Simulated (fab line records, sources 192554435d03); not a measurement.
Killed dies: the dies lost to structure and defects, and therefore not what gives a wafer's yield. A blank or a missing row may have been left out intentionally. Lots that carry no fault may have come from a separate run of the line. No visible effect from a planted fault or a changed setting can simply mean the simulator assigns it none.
fab line records	flow n5Finfet
[record] lots = 7	wafers = 21
route steps=1938 shown BEOL_M9@1440 BEOL_M10@1476 BEOL_M11@1560
startH: hours from the record's first day to the start of the lot's first wafer shown	waitH: how many hours have passed since the lot's step before this one	" repeats the value in the row above	L1.1+2: several wafers, shown together as one row	- no value, or no start was given	* or withheld: withheld	< > ~ a bound
route shown NAME@n: NAME is a module with steps in the file, n the number in the route of the first one	usual: the fault-free wafers' mean and standard deviation	same: alike in all rows	chamber/n: place in a boat	sites: per-site readings	_std_site: the values' standard deviation	_edge_site: inner sites' mean taken away from outer sites' mean	radiusMm: how far each site lies from the wafer's centre	mask NAME#n: copy n	behind: the most recent tool/chamber to have shaped the wafer	hold: what put the lot on hold/how long, in hours/how the hold closed	device: transistor that didn't switch, given as n, p or np	end of line: the tests these same wafers got at the end of their route	for a step that has no rows: nothing shown but its recipe	killed: at the first sort, the dies lost to defects and structure; wafer yield is something else	map: a wafer's dies, marking killed ones x, the rest . and places with no die _
set.NAME: the setting as run; set.NAME@STEP: as run at that earlier step	model.NAME: the simulator's own value behind a step, which no gauge read
lots run with intentionally changed settings; tables by step, rows by wafer
[[steps]]
[step N5_BEOL_M9_ETCH_66]
[recipe] chemistry = N2/H2	target = SOC	targetDepthA = 800	overetchA = 160	maskMaterial = SiARC	tempC = 40	timeS = 120	ionEnergyEv = 200	pressureMtorr = 30	sourceW = 840	biasW = 150	n2FlowSccm = 200	h2FlowSccm = 200
lot.wafer	tool	chamber	startH	waitH	set.timeS	model.SiARC_of_BEOL_M9_COAT_64.thkNm
L081.2	rieDiel-02	2	279.16	0.0	120	6.2
L081.4	"	0	"	"	102.2	7.2
L081.5	"	2	"	"	102.2	7
L083.2	rieDiel-05	1	300.15	0.0	120	6.4
L083.3	"	3	"	"	146.2	5.4
L083.6	"	1	"	"	120	6.6
L082.2+3	rieDiel-05	3,2	307.43	0.0	120	6.4
L082.5	"	1	"	"	120	6.6
L086.1	rieDiel-05	0	316.35	0.0	142.4	5.4
L086.3	"	3	"	"	120	6.6
L086.5	"	3	"	"	142.4	5.6
L087.1	rieDiel-02	2	325.19	0.0	120	6.2
L087.4	"	0	"	"	120	6.4
L087.5	"	3	"	"	127.4	6
L092.1	rieDiel-05	3	346.51	0.0	120	6.6
L092.2	"	1	"	"	120	6.4
L092.5	"	2	"	"	106.3	7.2
L096.1	rieDiel-02	0	385.61	0.0	141.8	5.2
L096.2	"	1	"	"	120	6.4
L096.3	"	3	"	"	120	6.2
[step N5_BEOL_M9_TRENCH_ETCH_37]
[recipe] chemistry = C4F6/O2	targetDepthA = 1514.3	target = SiCOH_lowk	timeS = 49	ionEnergyEv = 250	pressureMtorr = 30	sourceW = 345	biasW = 185	Ar_flow_sccm = 300	C4F6_flow_sccm = 10	O2_flow_sccm = 10
[usual] rfVppV = 669/6.8
lot.wafer	tool	chamber	startH	waitH	set.sourceW	rfVppV	model.etch.depthNm	model.BEOL_M9.featureDepthNm
L081.2	rieDiel-02	2	-	-	345	682	155.1	155.2
L081.4	"	0	"	"	345	669	150.5	150.4
L081.5	"	2	"	"	345	681	153.3	153.2
L083.2	rieDiel-05	1	-	-	345	657	148.5	148.6
L083.3	"	3	"	"	345	671	148.1	148.2
L083.6	"	1	"	"	371.1	633	152.8	152.8
L082.2	rieDiel-05	3	-	-	345	669	147.2	147.2
L082.3	"	2	"	"	345	669	148	148
L082.5	"	1	"	"	345	655	147.4	147.4
L086.1	rieDiel-05	0	-	-	376.8	641	153.7	153.8
L086.3	"	3	"	"	345	671	148.9	148.8
L086.5	"	3	"	"	345	669	149.1	149
L087.1	rieDiel-02	2	-	-	382.8	647	162	162
L087.4	"	0	"	"	382.8	635	158.2	158.2
L087.5	"	3	"	"	345	669	153.4	153.4
L092.1	rieDiel-05	3	-	-	303.7	715	141.3	141.2
L092.2	"	1	"	"	345	656	148.2	148.2
L092.5	"	2	"	"	345	669	149.4	149.4
L096.1	rieDiel-02	0	-	-	345	670	150.1	150
L096.2	"	1	"	"	345	668	151.8	151.8
L096.3	"	3	"	"	345	668	152.1	152
[step N5_BEOL_M9_ETCH_41]
[recipe] chemistry = CH3F/O2	target = SiCN	targetDepthA = 366	taperDeg = 2	timeS = 70.1	ionEnergyEv = 120	maskMaterial = TiN	pressureMtorr = 30	sourceW = 395	biasW = 75	Ar_flow_sccm = 150	CH3F_flow_sccm = 30	O2_flow_sccm = 20
[step N5_BEOL_M9_STRIP_80]
[recipe] chemistry = N2/H2	timeS = 10	powerW = 450	tempC = 40	pressureMtorr = 20	rfFrequencyHz = 6e+07	biasPowerW = 7	n2FlowSccm = 200	h2FlowSccm = 200
[step N5_BEOL_M9_OCD_MEAS_38]
[usual] trenchDepthNm = 150.8/2.5
lot.wafer	tool	chamber	startH	waitH	set.sourceW@BEOL_M9_TRENCH_ETCH_37	trenchDepthNm
L081.2	ocd-01	-	279.54	-	345	155.5
L081.4	"	-	"	"	345	151.0
L081.5	"	-	"	"	345	153.5
L083.2	ocd-02	-	300.53	-	345	148.7
L083.3	"	-	"	"	345	148.2
L083.6	"	-	"	"	371.1	152.7
L082.2	ocd-01	-	307.80	-	345	147.5
L082.3	"	-	"	"	345	148.2
L082.5	"	-	"	"	345	147.6
L086.1	ocd-02	-	316.72	-	376.8	153.6
L086.3	"	-	"	"	345	148.2
L086.5	"	-	"	"	345	149.1
L087.1	ocd-01	-	325.56	-	382.8	162.0
L087.4	"	-	"	"	382.8	158.0
L087.5	"	-	"	"	345	153.5
L092.1	ocd-01	-	346.89	-	303.7	141.4
L092.2	"	-	"	"	345	148.1
L092.5	"	-	"	"	345	149.1
L096.1	ocd-02	-	385.99	-	345	149.7
L096.2	"	-	"	"	345	151.5
L096.3	"	-	"	"	345	151.9
[step N5_BEOL_M10_COAT_60]
[recipe] resist = SiARC	tempC = 220	timeS = 60	spinRpm = 1500	resistThkNm = 30
lot.wafer	tool	chamber	startH	waitH	set.spinRpm	model.SiARC_of_BEOL_M10_COAT_60.thkNm
L081.2+4+5	lithoTrack-04	0	-	-	1500	30
L083.2+3	lithoTrack-05	0	-	-	1500	30
L083.6	"	0	"	"	1348	31.6
L082.2+5	lithoTrack-04	0	-	-	1500	30
L082.3	"	0	"	"	1500	29.8
L086.1	lithoTrack-03	0	-	-	1660	28.4
L086.3+5	"	0	"	"	1500	30
L087.1+4+5	lithoTrack-04	0	-	-	1500	30
L092.1	lithoTrack-05	0	-	-	1500	30
L092.2+5	"	0	"	"	1545	29.6
L096.1	lithoTrack-05	0	-	-	1500	30.2
L096.2	"	0	"	"	1500	30
L096.3	"	0	"	"	1649	28.6
[step N5_BEOL_M10_EXPOSE_08]
[recipe] maskId = M10	na = 1.35	sourceShape = dipole	sigmaInner = 0.411	sigmaOuter = 0.611	polarization = te	doseMj = 53.75
lot.wafer	tool	chamber	startH	waitH	mask	set.doseMj
L081.2+5	arfiScanner-01	0	285.47	-	M10#0	57.14
L081.4	"	0	"	"	M10#0	53.75
L083.2+3	arfiScanner-01	0	305.06	-	M10#0	53.75
L083.6	"	0	"	"	M10#0	50.18
L082.2+3+5	arfiScanner-01	0	311.71	-	M10#0	53.75
L086.1+3	arfiScanner-01	0	322.76	-	M10#0	53.75
L086.5	"	0	"	"	M10#0	56.21
L087.1+4+5	arfiScanner-03	0	331.74	-	M10#0	53.75
L092.1+2	arfiScanner-03	0	352.56	-	M10#0	53.75
L092.5	"	0	"	"	M10#0	50.92
L096.1+2	arfiScanner-02	0	391.29	-	M10#0	50.58
L096.3	"	0	"	"	M10#0	53.75
[step N5_BEOL_M10_PEB_09]
[recipe] pebTempC = withheld	pebTimeS = 60	resist = CAR-ArF
[step N5_BEOL_M10_DEVELOP_10]
[recipe] developTimeS = 30	developer = TMAH	resist = CAR-ArF	rinseLiquid = diw	dry = airSpin	devTempC = 23
[step N5_BEOL_M10_CD_MEAS_11]
[recipe] targetCdNm = 64.1	landingEnergyEv = 500	detector = seInlens	polarity = opening
[usual] cdNm = 64.0/0.45
lot.wafer	tool	chamber	startH	waitH	set.doseMj@BEOL_M10_EXPOSE_08	cdNm
L081.2	cdSem-01	0	285.59	-	57.14	68.2
L081.4	"	0	"	"	53.75	63.6
L081.5	"	0	"	"	57.14	67.4
L083.2	cdSem-03	0	305.18	-	53.75	63.4
L083.3	"	0	"	"	53.75	65.0
L083.6	"	0	"	"	50.18	60.3
L082.2	cdSem-02	0	311.83	-	53.75	63.9
L082.3	"	0	"	"	53.75	63.5
L082.5	"	0	"	"	53.75	63.8
L086.1	cdSem-03	0	322.88	-	53.75	64.3
L086.3	"	0	"	"	53.75	65.1
L086.5	"	0	"	"	56.21	66.9
L087.1	cdSem-01	0	331.87	-	53.75	63.9
L087.4	"	0	"	"	53.75	64.2
L087.5	"	0	"	"	53.75	63.9
L092.1	cdSem-02	0	352.68	-	53.75	64.0
L092.2	"	0	"	"	53.75	63.9
L092.5	"	0	"	"	50.92	61.4
L096.1	cdSem-02	0	391.41	-	50.58	61.1
L096.2	"	0	"	"	50.58	61.3
L096.3	"	0	"	"	53.75	64.0
[step N5_BEOL_M10_DESCUM_16]
[recipe] chemistry = O2	timeS = 7.9	sourcePowerW = 50	biasPowerW = 20	pressureMtorr = 20	rfFrequencyHz = 2.712e+07	tempC = 40	resist = CAR-ArF	o2FlowSccm = 225
[step N5_BEOL_M10_ETCH_61]
[recipe] chemistry = CF4	target = SiARC	targetDepthA = 390	maskMaterial = CAR-ArF	timeS = 65	ionEnergyEv = 80	pressureMtorr = 40	sourceW = 545	biasW = 36	Ar_flow_sccm = 100	cf4FlowSccm = 100	ends = cleared
lot.wafer	tool	chamber	startH	waitH	set.spinRpm@BEOL_M10_COAT_60	set.doseMj@BEOL_M10_EXPOSE_08	model.BEOL_M10.cdOffsetNm	model.etch.depthNm	model.CAR-ArF_of_BEOL_M10_COAT_05.thkNm
L081.2	rieDiel-01	2	285.83	0.0	1500	57.14	3.6	29.96	55.6
L081.4	"	1	"	"	1500	53.75	-0.8	29.95	55.6
L081.5	"	1	"	"	1500	57.14	3.4	29.97	55.6
L083.2	rieDiel-04	3	305.30	0.0	1500	53.75	-0.6	30.07	55.2
L083.3	"	0	"	"	1500	53.75	0.8	30.01	55.6
L083.6	"	3	"	"	1348	50.18	-3.6	31.67	53.8
L082.2	rieDiel-03	2	311.95	0.0	1500	53.75	-0.2	29.92	55.8
L082.3	"	3	"	"	1500	53.75	-0.4	29.88	55.8
L082.5	"	0	"	"	1500	53.75	-0.4	29.96	55.6
L086.1	rieDiel-04	0	323.00	0.0	1660	53.75	0.2	28.46	57
L086.3	"	2	"	"	1500	53.75	1	29.93	55.8
L086.5	"	2	"	"	1500	56.21	2.8	30.03	55.6
L087.1	rieDiel-03	2	331.99	0.0	1500	53.75	0.2	30.05	55.4
L087.4	"	2	"	"	1500	53.75	-0.4	30.02	55.4
L087.5	"	1	"	"	1500	53.75	0	29.97	55.4
L092.1	rieDiel-01	3	352.81	0.0	1500	53.75	0	30.03	55.6
L092.2	"	1	"	"	1545	53.75	-0.2	29.69	56
L092.5	"	3	"	"	1545	50.92	-2.4	29.54	56.2
L096.1	rieDiel-04	2	391.54	0.0	1500	50.58	-3.4	30.13	55.4
L096.2	"	0	"	"	1500	50.58	-2.4	30.03	55.8
L096.3	"	3	"	"	1649	53.75	-0.4	28.69	56.8
[step N5_BEOL_M10_ETCH_62]
[recipe] chemistry = N2/H2	target = SOC	targetDepthA = 1100	overetchA = 220	maskMaterial = SiARC	tempC = 40	timeS = 165	ionEnergyEv = 200	pressureMtorr = 30	sourceW = 840	biasW = 150	n2FlowSccm = 200	h2FlowSccm = 200
lot.wafer	tool	chamber	startH	waitH	set.spinRpm@BEOL_M10_COAT_60	set.doseMj@BEOL_M10_EXPOSE_08	model.BEOL_M10.cdOffsetNm	model.SiARC_of_BEOL_M10_COAT_60.thkNm
L081.2+5	rieDiel-01	2,1	285.88	0.0	1500	57.14	3.6	23.4
L081.4	"	1	"	"	1500	53.75	-0.8	23.2
L083.2	rieDiel-04	3	305.35	0.0	1500	53.75	-0.6	23.4
L083.3	"	0	"	"	1500	53.75	0.6	23.4
L083.6	"	3	"	"	1348	50.18	-3.4	25
L082.2	rieDiel-03	2	312.00	0.0	1500	53.75	-0.2	23.6
L082.3	"	3	"	"	1500	53.75	-0.2	23.4
L082.5	"	0	"	"	1500	53.75	-0.4	23.4
L086.1	rieDiel-04	0	323.05	0.0	1660	53.75	0	21.8
L086.3	"	2	"	"	1500	53.75	1	23.4
L086.5	"	2	"	"	1500	56.21	2.8	23.6
L087.1	rieDiel-03	2	332.04	0.0	1500	53.75	0.4	23.4
L087.4	"	2	"	"	1500	53.75	-0.2	23.4
L087.5	"	1	"	"	1500	53.75	0.2	23.4
L092.1	rieDiel-01	3	352.86	0.0	1500	53.75	-0.2	23.4
L092.2	"	1	"	"	1545	53.75	-0.2	23
L092.5	"	3	"	"	1545	50.92	-2.4	23
L096.1	rieDiel-04	2	391.59	0.0	1500	50.58	-3.4	23.8
L096.2	"	0	"	"	1500	50.58	-2.4	23.6
L096.3	"	3	"	"	1649	53.75	0	22.2
[step N5_BEOL_M10_STRIP_68]
[recipe] chemistry = N2/H2	tempC = 40	n2FlowSccm = 200	h2FlowSccm = 200	rfFrequencyHz = 6e+07
[step N5_BEOL_M10_STRIP_67]
[recipe] chemistry = CF4	resist = SiARC	powerW = 300	biasPowerW = 75	pressureMtorr = 50	cf4FlowSccm = 150	rfFrequencyHz = 6e+07
[step N5_BEOL_M10_HM_OPEN_17]
[recipe] chemistry = Cl2/BCl3	targetDepthA = 200	overetchA = 60	target = TiN	maskMaterial = SOC	ionEnergyEv = 150	pressureMtorr = 10	icpW = 1000	biasW = 126	Cl2_flow_sccm = 53.25	bcl3FlowSccm = 21.75	Ar_flow_sccm = 25
[step N5_BEOL_M10_STRIP_19]
[recipe] chemistry = O2	powerW = 400	tempC = 40	pressureMtorr = 30	rfFrequencyHz = 6e+07	biasPowerW = 0	overashFraction = 0.2	o2FlowSccm = 225
[step N5_BEOL_M10_CD_MEAS_18]
[recipe] pitchNm = 140	targetCdNm = 70
[usual] cdNm = 70.0/0.57
lot.wafer	tool	chamber	startH	waitH	set.doseMj@BEOL_M10_EXPOSE_08	cdNm
L081.2	cdSem-02	-	286.25	0.1	57.14	73.8
L081.4	"	-	"	"	53.75	69.0
L081.5	"	-	"	"	57.14	73.1
L083.2	cdSem-02	-	305.76	0.1	53.75	69.0
L083.3	"	-	"	"	53.75	70.9
L083.6	"	-	"	"	50.18	67.0
L082.2	cdSem-03	-	312.37	0.1	53.75	69.4
L082.3	"	-	"	"	53.75	69.6
L082.5	"	-	"	"	53.75	69.8
L086.1	cdSem-03	-	323.42	0.0	53.75	70.5
L086.3	"	-	"	"	53.75	71.2
L086.5	"	-	"	"	56.21	72.3
L087.1	cdSem-03	-	332.41	0.0	53.75	70.5
L087.4	"	-	"	"	53.75	70.1
L087.5	"	-	"	"	53.75	70.2
L092.1	cdSem-01	-	353.23	0.0	53.75	69.7
L092.2	"	-	"	"	53.75	69.7
L092.5	"	-	"	"	50.92	67.6
L096.1	cdSem-01	-	391.96	0.0	50.58	66.8
L096.2	"	-	"	"	50.58	67.6
L096.3	"	-	"	"	53.75	70.0
[step N5_BEOL_M10_COAT_63]
[recipe] resist = SOC	tempC = 250	timeS = 60	spinRpm = 1500	resistThkNm = 100
[step N5_BEOL_M10_COAT_64]
[recipe] resist = SiARC	tempC = 220	timeS = 60	spinRpm = 1500	resistThkNm = 30
[step N5_BEOL_M10_PRECLEAN_42]
[recipe] chemistry = residueRemover	timeS = 60	tempC = 40
[step N5_BEOL_M10_SRD_43]
[recipe] timeS = 30	tempC = 23	rinseLiquid = diw	dry = ipaMarangoni
[step N5_BEOL_M10_CD_MEAS_35]
[recipe] targetCdNm = 70	polarity = opening
[usual] cdNm = 70.1/0.49
lot.wafer	tool	chamber	startH	waitH	set.doseMj@BEOL_M10_EXPOSE_08	cdNm
L081.2	cdSem-02	-	290.84	0.0	57.14	73.9
L081.4	"	-	"	"	53.75	69.0
L081.5	"	-	"	"	57.14	73.7
L083.2	cdSem-02	-	308.04	0.0	53.75	69.2
L083.3	"	-	"	"	53.75	70.7
L083.6	"	-	"	"	50.18	66.2
L082.2	cdSem-03	-	314.43	0.0	53.75	69.9
L082.3	"	-	"	"	53.75	69.4
L082.5	"	-	"	"	53.75	69.8
L086.1	cdSem-02	-	325.65	0.0	53.75	70.4
L086.3	"	-	"	"	53.75	71.0
L086.5	"	-	"	"	56.21	72.5
L087.1	cdSem-01	-	333.96	0.0	53.75	70.5
L087.4	"	-	"	"	53.75	69.9
L087.5	"	-	"	"	53.75	70.2
L092.1	cdSem-01	-	357.80	0.0	53.75	69.8
L092.2	"	-	"	"	53.75	69.9
L092.5	"	-	"	"	50.92	67.4
L096.1	cdSem-01	-	395.35	0.0	50.58	66.6
L096.2	"	-	"	"	50.58	67.5
L096.3	"	-	"	"	53.75	70.2
[step N5_BEOL_M11_COAT_63]
[recipe] resist = SOC	tempC = 250	timeS = 60	spinRpm = 1500	resistThkNm = 100
lot.wafer	tool	chamber	startH	waitH	set.spinRpm	model.SOC_of_BEOL_M11_COAT_63.thkNm
L081.2	lithoTrack-03	0	297.82	1.6	1348	105.2
L081.4	"	0	"	"	1500	99.6
L081.5	"	0	"	"	1348	105.4
L083.2	lithoTrack-01	0	314.97	0.1	1500	100.6
L083.3+6	"	0	"	"	1500	100.2
L082.2+3	lithoTrack-01	0	321.19	1.3	1500	100.4
L082.5	"	0	"	"	1500	100.2
L086.1+3+5	lithoTrack-02	0	330.66	0.2	1500	100
L087.1+5	lithoTrack-02	0	339.68	0.1	1500	100
L087.4	"	0	"	"	1500	99.8
L092.1	lithoTrack-03	0	364.82	0.1	1500	100
L092.2	"	0	"	"	1500	99.8
L092.5	"	0	"	"	1363	104.8
L096.1+2+3	lithoTrack-01	0	402.87	0.5	1500	100.2
[step N5_BEOL_M11_COAT_22]
[recipe] resist = CAR-ArF	spinRpm = 1500	resistThkNm = 90
lot.wafer	tool	chamber	startH	waitH	set.spinRpm	model.CAR-ArF_of_BEOL_M11_COAT_22.thkNm
L081.2	lithoTrack-03	0	-	-	1660	85
L081.4	"	0	"	"	1660	85.4
L081.5	"	0	"	"	1500	90
L083.2+6	lithoTrack-01	0	-	-	1500	90.4
L083.3	"	0	"	"	1451	92.2
L082.2	lithoTrack-01	0	-	-	1500	89.8
L082.3+5	"	0	"	"	1500	90
L086.1	lithoTrack-02	0	-	-	1500	90.8
L086.3	"	0	"	"	1429	93
L086.5	"	0	"	"	1500	90.6
L087.1	lithoTrack-02	0	-	-	1500	90.2
L087.4	"	0	"	"	1562	88.2
L087.5	"	0	"	"	1562	88.4
L092.1+5	lithoTrack-03	0	-	-	1500	89.6
L092.2	"	0	"	"	1583	87.4
L096.1+2	lithoTrack-01	0	-	-	1404	92.8
L096.3	"	0	"	"	1500	89.6
[step N5_BEOL_M11_EBR_24]
[recipe] solvent = PGMEA	ebrWidthMm = 1.5
[step N5_BEOL_M11_SOFTBAKE_23]
[recipe] tempC = 110	timeS = 60	resist = CAR-ArF
[step N5_BEOL_M11_EXPOSE_25]
[recipe] maskId = V10	na = 1.35	sourceShape = annular	sigmaInner = 0.5	sigmaOuter = 0.8	polarization = unpolarized	doseMj = 85.5
[step N5_BEOL_M11_PEB_26]
[recipe] pebTempC = withheld	pebTimeS = 60	resist = CAR-ArF
[step N5_BEOL_M11_DEVELOP_27]
[recipe] developTimeS = 30	developer = TMAH	resist = CAR-ArF	rinseLiquid = diw	dry = airSpin	devTempC = 23
lot.wafer	tool	chamber	startH	waitH	set.spinRpm@BEOL_M11_COAT_22	model.CAR-ArF_of_BEOL_M11_COAT_22.thkNm
L081.2	lithoTrack-02	0	-	-	1660	83.4
L081.4	"	0	"	"	1660	83.6
L081.5	"	0	"	"	1500	88.2
L083.2+6	lithoTrack-01	0	-	-	1500	88.8
L083.3	"	0	"	"	1451	90.4
L082.2+3	lithoTrack-02	0	-	-	1500	88.2
L082.5	"	0	"	"	1500	88.4
L086.1	lithoTrack-01	0	-	-	1500	89
L086.3	"	0	"	"	1429	91.2
L086.5	"	0	"	"	1500	88.8
L087.1	lithoTrack-01	0	-	-	1500	88.6
L087.4	"	0	"	"	1562	86.6
L087.5	"	0	"	"	1562	86.8
L092.1+5	lithoTrack-01	0	-	-	1500	87.8
L092.2	"	0	"	"	1583	85.8
L096.1+2	lithoTrack-03	0	-	-	1404	91.2
L096.3	"	0	"	"	1500	88
[step N5_BEOL_M11_DESCUM_33]
[recipe] chemistry = O2	timeS = 7.9	sourcePowerW = 50	biasPowerW = 20	pressureMtorr = 20	rfFrequencyHz = 2.712e+07	tempC = 40	resist = CAR-ArF	o2FlowSccm = 225
[step N5_BEOL_M11_ETCH_65]
[recipe] chemistry = CF4	target = SiARC	targetDepthA = 390	maskMaterial = CAR-ArF	timeS = 65	ionEnergyEv = 80	pressureMtorr = 40	sourceW = 545	biasW = 36	Ar_flow_sccm = 100	cf4FlowSccm = 100	ends = cleared
[step N5_BEOL_M11_ETCH_66]
[recipe] chemistry = N2/H2	target = SOC	targetDepthA = 1200	overetchA = 240	maskMaterial = SiARC	tempC = 40	timeS = 180	ionEnergyEv = 200	pressureMtorr = 30	sourceW = 840	biasW = 150	n2FlowSccm = 200	h2FlowSccm = 200
lot.wafer	tool	chamber	startH	waitH	set.spinRpm@BEOL_M11_COAT_63	model.etch.depthNm
L081.2	rieDiel-06	0	298.57	0.0	1348	105.3
L081.4	"	1	"	"	1500	99.6
L081.5	"	1	"	"	1348	105.4
L083.2	rieDiel-06	1	315.53	0.0	1500	100.6
L083.3	"	2	"	"	1500	100.1
L083.6	"	2	"	"	1500	100.2
L082.2	rieDiel-06	3	321.66	0.0	1500	100.4
L082.3	"	2	"	"	1500	100.3
L082.5	"	2	"	"	1500	100.2
L086.1	rieDiel-06	2	331.08	0.0	1500	99.91
L086.3	"	0	"	"	1500	99.92
L086.5	"	0	"	"	1500	99.9
L087.1	rieDiel-05	0	340.65	0.0	1500	99.97
L087.4	"	3	"	"	1500	99.83
L087.5	"	0	"	"	1500	100
L092.1	rieDiel-02	1	365.37	0.0	1500	99.91
L092.2	"	0	"	"	1500	99.77
L092.5	"	2	"	"	1363	104.8
L096.1+2+3	rieDiel-06	3,0,2	403.41	0.0	1500	100.2
[[key]]
[split] step = N5_BEOL_M9_ETCH_66	setting = timeS	stated = 120	by = wafer
[response] step = N5_BEOL_M9_ETCH_66	reading = model.SiARC_of_BEOL_M9_COAT_64.thkNm	change = -0.0568	per = 1%	r = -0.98
[split] step = N5_BEOL_M9_TRENCH_ETCH_37	setting = sourceW	stated = 345	by = wafer
[response] step = N5_BEOL_M9_TRENCH_ETCH_37	reading = rfVppV	change = -3.52	per = 1%	r = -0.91
[response] step = N5_BEOL_M9_TRENCH_ETCH_37	reading = model.etch.depthNm	change = +0.594	per = 1%	r = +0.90
[response] step = N5_BEOL_M9_TRENCH_ETCH_37	reading = model.BEOL_M9.featureDepthNm	change = +0.599	per = 1%	r = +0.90
[response] step = N5_BEOL_M9_OCD_MEAS_38	reading = trenchDepthNm	change = +0.58	per = 1%	r = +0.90
[split] step = N5_BEOL_M10_COAT_60	setting = spinRpm	stated = 1500	by = wafer
[response] step = N5_BEOL_M10_COAT_60	reading = model.SiARC_of_BEOL_M10_COAT_60.thkNm	change = -0.152	per = 1%	r = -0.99
[response] step = N5_BEOL_M10_ETCH_61	reading = model.etch.depthNm	change = -0.147	per = 1%	r = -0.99
[response] step = N5_BEOL_M10_ETCH_61	reading = model.CAR-ArF_of_BEOL_M10_COAT_05.thkNm	change = +0.134	per = 1%	r = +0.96
[response] step = N5_BEOL_M10_ETCH_62	reading = model.SiARC_of_BEOL_M10_COAT_60.thkNm	change = -0.156	per = 1%	r = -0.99
[split] step = N5_BEOL_M10_EXPOSE_08	setting = doseMj	stated = 53.75	by = wafer
[response] step = N5_BEOL_M10_CD_MEAS_11	reading = cdNm	change = +0.551	per = 1%	r = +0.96
[response] step = N5_BEOL_M10_ETCH_61	reading = model.BEOL_M10.cdOffsetNm	change = +0.53	per = 1%	r = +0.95
[response] step = N5_BEOL_M10_ETCH_62	reading = model.BEOL_M10.cdOffsetNm	change = +0.535	per = 1%	r = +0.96
[response] step = N5_BEOL_M10_CD_MEAS_18	reading = cdNm	change = +0.488	per = 1%	r = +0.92
[response] step = N5_BEOL_M10_CD_MEAS_35	reading = cdNm	change = +0.567	per = 1%	r = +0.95
[split] step = N5_BEOL_M11_COAT_63	setting = spinRpm	stated = 1500	by = wafer
[response] step = N5_BEOL_M11_COAT_63	reading = model.SOC_of_BEOL_M11_COAT_63.thkNm	change = -0.551	per = 1%	r = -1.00
[response] step = N5_BEOL_M11_ETCH_66	reading = model.etch.depthNm	change = -0.558	per = 1%	r = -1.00
[split] step = N5_BEOL_M11_COAT_22	setting = spinRpm	stated = 1500	by = wafer
[response] step = N5_BEOL_M11_COAT_22	reading = model.CAR-ArF_of_BEOL_M11_COAT_22.thkNm	change = -0.461	per = 1%	r = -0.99
[response] step = N5_BEOL_M11_DEVELOP_27	reading = model.CAR-ArF_of_BEOL_M11_COAT_22.thkNm	change = -0.449	per = 1%	r = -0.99
